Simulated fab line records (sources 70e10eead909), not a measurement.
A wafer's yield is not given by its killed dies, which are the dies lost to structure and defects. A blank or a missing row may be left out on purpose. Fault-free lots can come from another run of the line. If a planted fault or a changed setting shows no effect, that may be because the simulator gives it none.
Matching of chambers | flow nand-harc | cmp-04 running NHARC_A_STAIRCASE_CMP_450: 4 sister chambers
The step polishes SiO2, target thk 200 nm. 18 wafers are shown with their chamber, then 9 later ones without.

WAFERS PAIRED WITH THEIR CHAMBERS
wafer  | chamber | motor-current-A (A)
L076.2 | 3       | 11.5
L076.4 | 1       | 12.1
L076.5 | 2       | 12.0
L078.1 | 2       | 11.5
L078.2 | 0       | 14.1
L078.5 | 2       | 11.2
L080.1 | 0       | 13.7
L080.3 | 3       | 11.7
L080.5 | 2       | 11.6
L082.2 | 2       | 11.3
L082.4 | 1       | 12.6
L082.6 | 3       | 11.2
L085.1 | 2       | 11.9
L085.2 | 3       | 12.0
L085.6 | 0       | 14.1
L086.1 | 3       | 11.9
L086.2 | 1       | 12.6
L086.5 | 0       | 14.6

SIGNATURES (averages over the wafers above)
reading         | chamber 0 | chamber 1 | chamber 2 | chamber 3 | scatter within a chamber
motor-current-A | 14.125    | 12.433    | 11.583    | 11.660    | 0.327
Rule: a wafer's distance from a chamber is the root of the sum, over the readings, of the square of ((its reading less the chamber's mean) divided by the reading's scatter). If the next closest chamber is less than 2 further off than the closest, the wafer can't be placed; otherwise it belongs to the closest. The scatter: the root of (the sum of the squares of (reading less its chamber's mean) over the shown wafers, divided by (wafers less chambers)).

WAFERS WITH NO CHAMBER GIVEN
wafer  | motor-current-A (A)
L088.2 | 12.5
L088.3 | 11.5
L088.5 | 12.7
L093.1 | 11.3
L093.2 | 13.6
L093.3 | 12.3
L097.1 | 13.5
L097.2 | 12.6
L097.6 | 11.9

WHICH CHAMBER EACH WENT THROUGH
wafer  | from the rows above          | in truth
L088.2 | 1                            | 1
L088.3 | can't be placed: 2 or 3      | 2
L088.5 | 1                            | 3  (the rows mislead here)
L093.1 | can't be placed: 2 or 3      | 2
L093.2 | can't be placed: 0 or 1      | 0
L093.3 | can't be placed: 1 or 3 or 2 | 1
L097.1 | can't be placed: 0 or 1      | 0
L097.2 | 1                            | 1
L097.6 | can't be placed: 3 or 2 or 1 | 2
Placed correctly: 2 of 9. These rows do not allow placing 6 (true chamber among the candidates in 6). Wrongly placed: 1.
